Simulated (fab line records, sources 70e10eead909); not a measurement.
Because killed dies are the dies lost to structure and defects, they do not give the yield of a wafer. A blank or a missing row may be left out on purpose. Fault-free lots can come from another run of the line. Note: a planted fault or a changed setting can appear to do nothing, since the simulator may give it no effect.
Matching of chambers / flow nandHarc / NHARC_P_BONDPAD_ETCH_12 on rieDiel-08: 4 sister chambers
The step etches the open film in CHF3/O2, target depth 200 nm, time 100 s. 8 wafers are shown with their chamber, then 6 later ones without.

WAFERS WITH THEIR CHAMBER
wafer=L226.4; chamber=3; drypumpMotorCurrentA (A)=5.65; rfVppV (V)=368.1
wafer=L228.1; chamber=2; drypumpMotorCurrentA (A)=5.99; rfVppV (V)=374.5
wafer=L230.5; chamber=2; drypumpMotorCurrentA (A)=5.99; rfVppV (V)=373.9
wafer=L230.6; chamber=3; drypumpMotorCurrentA (A)=5.64; rfVppV (V)=368.2
wafer=L229.3; chamber=1; drypumpMotorCurrentA (A)=6.35; rfVppV (V)=372.2
wafer=L229.6; chamber=0; drypumpMotorCurrentA (A)=5.90; rfVppV (V)=370.9
wafer=L231.1; chamber=1; drypumpMotorCurrentA (A)=6.32; rfVppV (V)=374.1
wafer=L231.4; chamber=0; drypumpMotorCurrentA (A)=5.90; rfVppV (V)=369.7

WAFERS WHOSE CHAMBER IS MISSING
wafer=L231.6; drypumpMotorCurrentA (A)=6.32; rfVppV (V)=372.3
wafer=L235.1; drypumpMotorCurrentA (A)=5.98; rfVppV (V)=369.5
wafer=L235.3; drypumpMotorCurrentA (A)=5.61; rfVppV (V)=368.3
wafer=L235.6; drypumpMotorCurrentA (A)=5.95; rfVppV (V)=369.9
wafer=L241.1; drypumpMotorCurrentA (A)=5.95; rfVppV (V)=373.8
wafer=L241.3; drypumpMotorCurrentA (A)=6.34; rfVppV (V)=372.8

CHAMBER TAKEN BY EACH
wafer=L231.6; from the rows above=1; in truth=1
wafer=L235.1; from the rows above=can't be placed: 2 or 0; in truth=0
wafer=L235.3; from the rows above=3; in truth=3
wafer=L235.6; from the rows above=can't be placed: 0 or 2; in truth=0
wafer=L241.1; from the rows above=2; in truth=2
wafer=L241.3; from the rows above=1; in truth=1
Correct placement for 4 of the 6. Not placeable from these rows: 2 (in 2, the candidates include the true chamber). Placed wrongly: 0.
How it was worked out, from the rows above alone: a wafer's distance from a chamber is the root of the sum, over the readings, of the square of ((its reading less the chamber's mean) divided by the reading's scatter). If the next closest chamber is less than 2 further off than the closest, the wafer can't be placed; otherwise it belongs to the closest. For every chamber, the mean is computed from those of its wafers that are shown. The scatter: take each reading less its chamber's mean, square it, sum over the shown wafers, divide by the number of wafers less the number of chambers, and take the root.
